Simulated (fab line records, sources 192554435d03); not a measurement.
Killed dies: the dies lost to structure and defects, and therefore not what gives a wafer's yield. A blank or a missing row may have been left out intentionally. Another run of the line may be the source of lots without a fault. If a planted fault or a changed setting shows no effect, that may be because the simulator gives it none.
What tool caused it? | flow n5-finfet | at 1 step of a route of 1938, 12 lots with 36 wafers sampled

## WHAT EACH GAUGE READ, for each wafer
N5_BEOL_M11_THK_MEAS_01.
lot  | measured     | on            | M11_ILD_THK (nm)
L075 | day 10 08:31 | film-metro-01 | 265 268 270
L078 | day 10 14:57 | film-metro-02 | 262 270 270
L079 | day 11 13:16 | film-metro-02 | 272 278 277
L083 | day 12 10:58 | film-metro-02 | 264 270 268
L081 | day 12 14:07 | film-metro-02 | 263 266 270
L087 | day 12 17:22 | film-metro-01 | 269 268 273
L086 | day 12 20:30 | film-metro-02 | 268 266 267
L089 | day 14 04:14 | film-metro-01 | 266 260 267
L092 | day 14 17:23 | film-metro-01 | 260 266 264
L093 | day 15 02:18 | film-metro-02 | 264 264 272
L094 | day 15 13:26 | film-metro-01 | 263 269 271
L096 | day 16 16:10 | film-metro-01 | 268 274 273

## EACH LOT AND THE TOOL THAT RAN IT (in order: tool; ch and the chambers of the sampled wafers; start)
Record: no process step prior to these readings.

## THE ANSWER, worked out from the rows above alone
Rule: what is usual is taken from the lots themselves. Put in order of their means at a reading, lots are off if they are a third of the lots or fewer, leave a main group of 4 or more, and stand apart from it by a gap of 3 or more times the standard deviation of the main group's means; of several such gaps the widest counts. If all means in a main group match to the digits the tables above print for the reading, that group is not used. A lot without any number at a reading at which 4 lots or more have one is off too. Where the step has rows for the other lots, those lots are counted as sound.
Across all readings shown, no lot is off: no conclusion can be drawn from this.

## WHAT HAD BEEN PUT IN BY THE SIMULATOR
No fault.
